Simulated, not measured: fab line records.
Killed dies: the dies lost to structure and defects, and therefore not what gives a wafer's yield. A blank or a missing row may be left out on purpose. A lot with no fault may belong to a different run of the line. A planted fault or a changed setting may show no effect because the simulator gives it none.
What tool caused it? | flow n5-finfet | 24 lots, 72 wafers sampled, at 6 steps of a route of 1938

WHAT THE GAUGES READ, wafer by wafer
N5_BEOL_M1_INSPECT_59: inspects for defects (darkfield). Usual: raw-defect-count reads 76 (standard deviation 23).
lot  | measured     | on                | raw-defect-count | flag
L074 | day 6 12:14  | defect-inspect-02 | 122 114 112      |
L075 | day 6 15:56  | defect-inspect-01 | 84 105 66        |
L076 | day 7 02:56  | defect-inspect-01 | 42 88 68         |
L077 | day 7 17:06  | defect-inspect-02 | 65 118 104       |
L078 | day 7 20:16  | defect-inspect-01 | 69 86 82         |
L079 | day 7 21:30  | defect-inspect-01 | 58 60 74         |
L080 | day 7 23:49  | defect-inspect-01 | 103 70 52        |
L081 | day 8 08:24  | defect-inspect-02 | 131 65 70        |
L082 | day 8 12:16  | defect-inspect-01 | 73 65 62         |
L083 | day 8 22:18  | defect-inspect-02 | 109 109 76       |
L084 | day 8 22:02  | defect-inspect-01 | 82 119 82        |
L085 | day 9 08:59  | defect-inspect-02 | 56 55 85         |
L086 | day 9 15:56  | defect-inspect-01 | 134 138 100      |
L087 | day 9 19:15  | defect-inspect-02 | 68 65 64         |
L088 | day 10 00:47 | defect-inspect-01 | 42 63 54         |
L090 | day 10 17:10 | defect-inspect-01 | 41 71 43         |
L091 | day 10 22:01 | defect-inspect-01 | 82 67 87         |
L089 | day 10 22:07 | defect-inspect-01 | 120 62 102       |
L092 | day 11 01:33 | defect-inspect-01 | 76 62 82         |
L093 | day 11 04:33 | defect-inspect-02 | 108 70 98        |
L094 | day 11 16:55 | defect-inspect-01 | 90 82 86         |
L095 | day 12 01:44 | defect-inspect-01 | 80 38 41         |
L096 | day 12 05:00 | defect-inspect-02 | 54 109 80        |
L097 | day 12 12:22 | defect-inspect-02 | 82 47 72         |

N5_BEOL_M2_OVL_MEAS_12. Usual: M2_OVL -0.2 nm, standard deviation 0.65.
lot  | measured     | on         | M2_OVL (nm)    | flag
L074 | day 6 13:00  | overlay-02 | -0.3 -0.8 -0.2 |
L075 | day 6 16:36  | overlay-01 | 0.9 -0.3 0.3   |
L076 | day 7 04:22  | overlay-01 | -0.6 0.3 -0.9  |
L077 | day 7 20:13  | overlay-01 | -0.5 -1.3 -0.9 |
L078 | day 7 21:12  | overlay-01 | -0.1 0.4 -0.2  |
L079 | day 7 22:27  | overlay-01 | 0.7 0.2 0.7    |
L080 | day 8 02:10  | overlay-02 | -0.4 -0.2 -0.2 |
L081 | day 8 09:22  | overlay-01 | -1.3 -1.3 -0.2 |
L082 | day 8 15:08  | overlay-02 | 0.6 0.0 -0.1   |
L083 | day 8 23:45  | overlay-01 | 0.8 0.3 0.5    |
L084 | day 8 23:25  | overlay-02 | -1.2 -1.2 -0.2 |
L085 | day 9 12:23  | overlay-01 | 0.3 -0.9 1.2   |
L086 | day 9 16:38  | overlay-01 | -0.7 0.8 -1.1  |
L087 | day 9 20:59  | overlay-02 | 0.4 -1.0 0.0   |
L088 | day 10 05:13 | overlay-02 | -0.2 0.1 -0.3  |
L090 | day 10 18:05 | overlay-02 | -0.4 -0.1 -0.5 |
L091 | day 11 00:26 | overlay-02 | 0.3 0.8 -0.3   |
L089 | day 11 00:32 | overlay-01 | 0.7 -0.1 0.2   |
L092 | day 11 04:05 | overlay-02 | -0.1 0.6 0.6   |
L093 | day 11 07:52 | overlay-01 | -0.7 -0.4 -0.8 |
L094 | day 11 18:25 | overlay-01 | 0.4 0.0 -0.9   |
L095 | day 12 03:43 | overlay-01 | 0.8 -0.2 0.7   |
L096 | day 12 07:31 | overlay-02 | -1.1 -1.3 -1.1 |
L097 | day 12 13:36 | overlay-02 | 0.5 -0.1 0.6   |

WHICH TOOL RAN EACH LOT (tool, then ch and the chambers of the sampled wafers, then the start)
lot  | N5_BEOL_M1_ETCH_77                 | N5_BEOL_M1_ANNEAL_82         | N5_BEOL_M1_SPUTTER_88        | N5_BEOL_M2_PECVD_72
L074 | rie-diel-03 ch 0,1,2, day 6 05:26  | pvd-sputter-02, day 6 09:44  | pvd-sputter-02, day 6 10:05  | pecvd-02 ch 1,2, day 6 12:23
L075 | rie-diel-03 ch 0,1,2, day 6 10:52  | pvd-sputter-03, day 6 13:38  | pvd-sputter-03, day 6 13:59  | pecvd-01 ch 0,1,2, day 6 16:05
L076 | rie-diel-03 ch 1,3, day 6 14:43    | pvd-sputter-01, day 7 00:38  | pvd-sputter-01, day 7 00:59  | pecvd-02 ch 0,1,2, day 7 03:05
L077 | rie-diel-06 ch 0,1,2, day 7 05:29  | pvd-sputter-02, day 7 12:10  | pvd-sputter-02, day 7 12:30  | pecvd-04 ch 0,1,2, day 7 17:15
L078 | rie-diel-06 ch 0,1,2, day 7 08:42  | pvd-sputter-02, day 7 16:52  | pvd-sputter-02, day 7 17:12  | pecvd-01 ch 0,1,2, day 7 20:25
L079 | rie-diel-04 ch 0,3, day 7 13:25    | pvd-sputter-02, day 7 18:55  | pvd-sputter-02, day 7 19:17  | pecvd-01 ch 1,2, day 7 21:38
L080 | rie-diel-04 ch 0,2, day 7 18:50    | pvd-sputter-02, day 7 21:12  | pvd-sputter-02, day 7 21:34  | pecvd-02 ch 0,1, day 7 23:58
L081 | rie-diel-03 ch 0,1, day 8 00:40    | pvd-sputter-01, day 8 06:05  | pvd-sputter-01, day 8 06:26  | pecvd-01 ch 0,2, day 8 08:32
L082 | rie-diel-04 ch 0,1, day 8 01:18    | pvd-sputter-02, day 8 09:55  | pvd-sputter-02, day 8 10:17  | pecvd-01 ch 0,1,2, day 8 12:25
L083 | rie-diel-06 ch 1,2,3, day 8 16:12  | pvd-sputter-03, day 8 19:58  | pvd-sputter-03, day 8 20:19  | pecvd-02 ch 0,1,2, day 8 22:26
L084 | rie-diel-03 ch 1,3, day 8 16:25    | pvd-sputter-02, day 8 19:43  | pvd-sputter-02, day 8 20:05  | pecvd-01 ch 1,2, day 8 22:10
L085 | rie-diel-03 ch 1,2,3, day 8 23:07  | pvd-sputter-02, day 9 06:40  | pvd-sputter-02, day 9 07:02  | pecvd-02 ch 0,1,2, day 9 09:07
L086 | rie-diel-06 ch 0,2, day 9 09:49    | pvd-sputter-01, day 9 13:33  | pvd-sputter-01, day 9 13:55  | pecvd-04 ch 0,1,2, day 9 16:06
L087 | rie-diel-04 ch 0,2, day 9 09:55    | pvd-sputter-02, day 9 16:53  | pvd-sputter-02, day 9 17:15  | pecvd-02 ch 0,1, day 9 19:25
L088 | rie-diel-03 ch 0,1,3, day 9 16:32  | pvd-sputter-03, day 9 22:27  | pvd-sputter-03, day 9 22:49  | pecvd-04 ch 0,2, day 10 00:57
L090 | rie-diel-04 ch 0,2,3, day 10 08:02 | pvd-sputter-02, day 10 14:51 | pvd-sputter-02, day 10 15:13 | pecvd-01 ch 0,2, day 10 17:19
L091 | rie-diel-03 ch 2,3, day 10 12:27   | pvd-sputter-03, day 10 19:37 | pvd-sputter-03, day 10 19:58 | pecvd-01 ch 0,2, day 10 22:09
L089 | rie-diel-06 ch 0,3, day 10 12:50   | pvd-sputter-02, day 10 19:44 | pvd-sputter-02, day 10 20:05 | pecvd-01 ch 0,1,2, day 10 22:16
L092 | rie-diel-06 ch 0,2,3, day 10 19:04 | pvd-sputter-02, day 10 23:14 | pvd-sputter-02, day 10 23:35 | pecvd-01 ch 0,1,2, day 11 01:41
L093 | rie-diel-06 ch 1,2,3, day 10 22:47 | pvd-sputter-02, day 11 02:14 | pvd-sputter-02, day 11 02:35 | pecvd-04 ch 0,1,2, day 11 04:41
L094 | rie-diel-06 ch 0,1, day 11 05:32   | pvd-sputter-03, day 11 14:24 | pvd-sputter-03, day 11 14:46 | pecvd-04 ch 0,1,2, day 11 17:04
L095 | rie-diel-04 ch 0,3, day 11 13:47   | pvd-sputter-03, day 11 23:25 | pvd-sputter-03, day 11 23:47 | pecvd-02 ch 0,1, day 12 01:52
L096 | rie-diel-06 ch 1,2,3, day 11 23:20 | pvd-sputter-01, day 12 02:35 | pvd-sputter-01, day 12 02:56 | pecvd-02 ch 0,1,2, day 12 05:08
L097 | rie-diel-03 ch 1,2,3, day 11 23:40 | pvd-sputter-03, day 12 10:03 | pvd-sputter-03, day 12 10:25 | pecvd-01 ch 0,1,2, day 12 12:31
- N5_BEOL_M1_ETCH_77: etches underlayer in N2/H2, target depth 6.5 nm, time 5.2 s.
- N5_BEOL_M1_ANNEAL_82: time 240 s.
- N5_BEOL_M1_SPUTTER_88: material Cu, target thk 4.5 nm, time 8.29 s.
- N5_BEOL_M2_PECVD_72: deposits SiO2 from TEOS/O2, target thk 16 nm, time 18 s.

AS READ BY THE TOOLS THEMSELVES (means over the sampled wafers that have a number; for cases with no such wafer, the mark the record gives instead)
N5_BEOL_M1_ETCH_77. Usual: drypump-motor-current-A 5.8 A, standard deviation 0.35; etch-rf-on-time-s 5.18 s, standard deviation 0.071; oes-product-au 0.67 a.u., standard deviation 0.075; rf-vpp-V 524.3 V, standard deviation 2.2; showerhead-plenum-p-Torr 2.56 Torr, standard deviation 0.065; throttle-valve-pct 17.9 %, standard deviation 0.34.
lot  | tool        | drypump-motor-current-A (A) | etch-rf-on-time-s (s) | oes-product-au (a.u.) | rf-vpp-V (V) | showerhead-plenum-p-Torr (Torr) | throttle-valve-pct (%) | flag
L074 | rie-diel-03 | 6.0                         | 5.13                  | 0.76                  | 524.3        | 2.54                            | 17.7                   |
L075 | rie-diel-03 | 6.0                         | 5.11                  | 0.75                  | 524.0        | 2.54                            | 17.7                   |
L076 | rie-diel-03 | 6.2                         | 5.15                  | 0.65                  | 528.4        | 2.64                            | 17.9                   |
L077 | rie-diel-06 | 5.6                         | 5.18                  | 0.65                  | 524.7        | 2.57                            | 18.1                   |
L078 | rie-diel-06 | 5.6                         | 5.12                  | 0.65                  | 524.7        | 2.57                            | 18.1                   |
L079 | rie-diel-04 | 6.0                         | 5.25                  | 0.60                  | 522.8        | 2.52                            | 18.2                   |
L080 | rie-diel-04 | 5.8                         | 5.12                  | 0.67                  | 520.8        | 2.47                            | 18.1                   |
L081 | rie-diel-03 | 5.8                         | 5.16                  | 0.72                  | 522.9        | 2.54                            | 17.6                   |
L082 | rie-diel-04 | 5.8                         | 5.25                  | 0.58                  | 524.6        | 2.58                            | 18.1                   |
L083 | rie-diel-06 | 5.6                         | 5.18                  | 0.70                  | 524.3        | 2.56                            | 18.0                   |
L084 | rie-diel-03 | 6.3                         | 5.29                  | 0.64                  | 526.4        | 2.64                            | 17.9                   |
L085 | rie-diel-03 | 6.2                         | 5.21                  | 0.69                  | 523.7        | 2.59                            | 17.9                   |
L086 | rie-diel-06 | 5.6                         | 5.26                  | 0.62                  | 525.7        | 2.60                            | 18.0                   |
L087 | rie-diel-04 | 5.9                         | 5.11                  | 0.74                  | 522.6        | 2.47                            | 18.0                   |
L088 | rie-diel-03 | 6.0                         | 5.15                  | 0.68                  | 525.7        | 2.58                            | 17.8                   |
L090 | rie-diel-04 | 5.8                         | 5.17                  | 0.71                  | 523.1        | 2.50                            | 17.9                   |
L091 | rie-diel-03 | 6.3                         | 5.13                  | 0.73                  | 523.0        | 2.53                            | 17.7                   |
L089 | rie-diel-06 | 5.7                         | 5.22                  | 0.65                  | 525.7        | 2.61                            | 17.8                   |
L092 | rie-diel-06 | 5.6                         | 5.16                  | 0.68                  | 525.1        | 2.59                            | 17.8                   |
L093 | rie-diel-06 | 5.6                         | 5.18                  | 0.68                  | 525.7        | 2.55                            | 18.0                   |
L094 | rie-diel-06 | 5.9                         | 5.23                  | 0.59                  | 524.3        | 2.54                            | 18.3                   |
L095 | rie-diel-04 | 5.7                         | 5.19                  | 0.69                  | 524.0        | 2.53                            | 17.9                   |
L096 | rie-diel-06 | 5.6                         | 5.20                  | 0.67                  | 524.7        | 2.55                            | 18.0                   |
L097 | rie-diel-03 | 6.2                         | 5.19                  | 0.67                  | 524.3        | 2.58                            | 17.9                   |

N5_BEOL_M1_ANNEAL_82. Usual: heater-power-w reads 843 W (standard deviation 93).
lot  | tool           | heater-power-w (W) | flag
L074 | pvd-sputter-02 | 796                |
L075 | pvd-sputter-03 | 850                |
L076 | pvd-sputter-01 | 811                |
L077 | pvd-sputter-02 | 844                |
L078 | pvd-sputter-02 | 850                |
L079 | pvd-sputter-02 | 785                |
L080 | pvd-sputter-02 | 916                |
L081 | pvd-sputter-01 | 826                |
L082 | pvd-sputter-02 | 863                |
L083 | pvd-sputter-03 | 872                |
L084 | pvd-sputter-02 | 902                |
L085 | pvd-sputter-02 | 807                |
L086 | pvd-sputter-01 | 831                |
L087 | pvd-sputter-02 | 856                |
L088 | pvd-sputter-03 | 905                |
L090 | pvd-sputter-02 | 746                |
L091 | pvd-sputter-03 | 811                |
L089 | pvd-sputter-02 | 820                |
L092 | pvd-sputter-02 | 875                |
L093 | pvd-sputter-02 | 859                |
L094 | pvd-sputter-03 | 870                |
L095 | pvd-sputter-03 | 809                |
L096 | pvd-sputter-01 | 880                |
L097 | pvd-sputter-03 | 839                |

N5_BEOL_M1_SPUTTER_88. Usual: chuck-gas-flow-sccm 1.26 sccm, standard deviation 0.056; throttle-valve-pct 30.5 %, standard deviation 0.42.
lot  | tool           | chuck-gas-flow-sccm (sccm) | throttle-valve-pct (%) | flag
L074 | pvd-sputter-02 | 1.29                       | 30.7                   |
L075 | pvd-sputter-03 | 1.25                       | 30.1                   |
L076 | pvd-sputter-01 | 1.31                       | 30.6                   |
L077 | pvd-sputter-02 | 1.23                       | 30.8                   |
L078 | pvd-sputter-02 | 1.28                       | 30.7                   |
L079 | pvd-sputter-02 | 1.27                       | 30.5                   |
L080 | pvd-sputter-02 | 1.23                       | 31.1                   |
L081 | pvd-sputter-01 | 1.23                       | 30.4                   |
L082 | pvd-sputter-02 | 1.27                       | 30.8                   |
L083 | pvd-sputter-03 | 1.22                       | 30.2                   |
L084 | pvd-sputter-02 | 1.28                       | 30.8                   |
L085 | pvd-sputter-02 | 1.29                       | 30.5                   |
L086 | pvd-sputter-01 | 1.27                       | 30.7                   |
L087 | pvd-sputter-02 | 1.26                       | 31.0                   |
L088 | pvd-sputter-03 | 1.24                       | 30.3                   |
L090 | pvd-sputter-02 | 1.32                       | 30.5                   |
L091 | pvd-sputter-03 | 1.24                       | 29.9                   |
L089 | pvd-sputter-02 | 1.25                       | 30.6                   |
L092 | pvd-sputter-02 | 1.27                       | 30.7                   |
L093 | pvd-sputter-02 | 1.19                       | 31.0                   |
L094 | pvd-sputter-03 | 1.27                       | 30.5                   |
L095 | pvd-sputter-03 | 1.20                       | 30.0                   |
L096 | pvd-sputter-01 | 1.26                       | 30.3                   |
L097 | pvd-sputter-03 | 1.23                       | 30.2                   |

N5_BEOL_M2_PECVD_72. Usual: heater-power-w 732 W, standard deviation 81; showerhead-plenum-p-Torr 8.76 Torr, standard deviation 0.053; throttle-valve-pct 22.5 %, standard deviation 1.1.
lot  | tool     | heater-power-w (W) | showerhead-plenum-p-Torr (Torr) | throttle-valve-pct (%) | flag
L074 | pecvd-02 | 757                | 8.70                            | 22.8                   |
L075 | pecvd-01 | 712                | 8.76                            | 22.6                   |
L076 | pecvd-02 | 757                | 8.75                            | 22.7                   |
L077 | pecvd-04 | 743                | 8.81                            | 22.2                   |
L078 | pecvd-01 | 746                | 8.76                            | 22.6                   |
L079 | pecvd-01 | 645                | 8.74                            | 21.7                   |
L080 | pecvd-02 | 754                | 8.77                            | 22.7                   |
L081 | pecvd-01 | 753                | 8.80                            | 22.6                   |
L082 | pecvd-01 | 708                | 8.77                            | 22.6                   |
L083 | pecvd-02 | 745                | 8.74                            | 22.6                   |
L084 | pecvd-01 | 665                | 8.79                            | 21.8                   |
L085 | pecvd-02 | 781                | 8.74                            | 22.7                   |
L086 | pecvd-04 | 752                | 8.80                            | 22.3                   |
L087 | pecvd-02 | 703                | 8.78                            | 22.6                   |
L088 | pecvd-04 | 841                | 8.79                            | 23.3                   |
L090 | pecvd-01 | 777                | 8.81                            | 22.8                   |
L091 | pecvd-01 | 789                | 8.78                            | 23.4                   |
L089 | pecvd-01 | 713                | 8.76                            | 22.6                   |
L092 | pecvd-01 | 711                | 8.76                            | 22.6                   |
L093 | pecvd-04 | 719                | 8.81                            | 22.1                   |
L094 | pecvd-04 | 746                | 8.81                            | 22.5                   |
L095 | pecvd-02 | 710                | 8.78                            | 22.8                   |
L096 | pecvd-02 | 775                | 8.72                            | 22.1                   |
L097 | pecvd-01 | 744                | 8.75                            | 22.6                   |

THE ANSWER, worked out from the rows above alone
Rule: lot off if the mean of its wafers having a number is beyond 3 standard deviations from the usual mean. A lot without any number at a reading at which 4 lots or more have one is off too. All remaining lots with rows at the step are treated as sound. Order of review: gauges by route order, followed by the tools' own readings, for which a lot's mean as printed above is used. At the first step where some lot is off, the reading lying furthest off is the one used; lots without a number count as furthest.
Across all readings shown, no lot is off: no conclusion can be drawn from this.

WHAT THE SIMULATOR PUT IN
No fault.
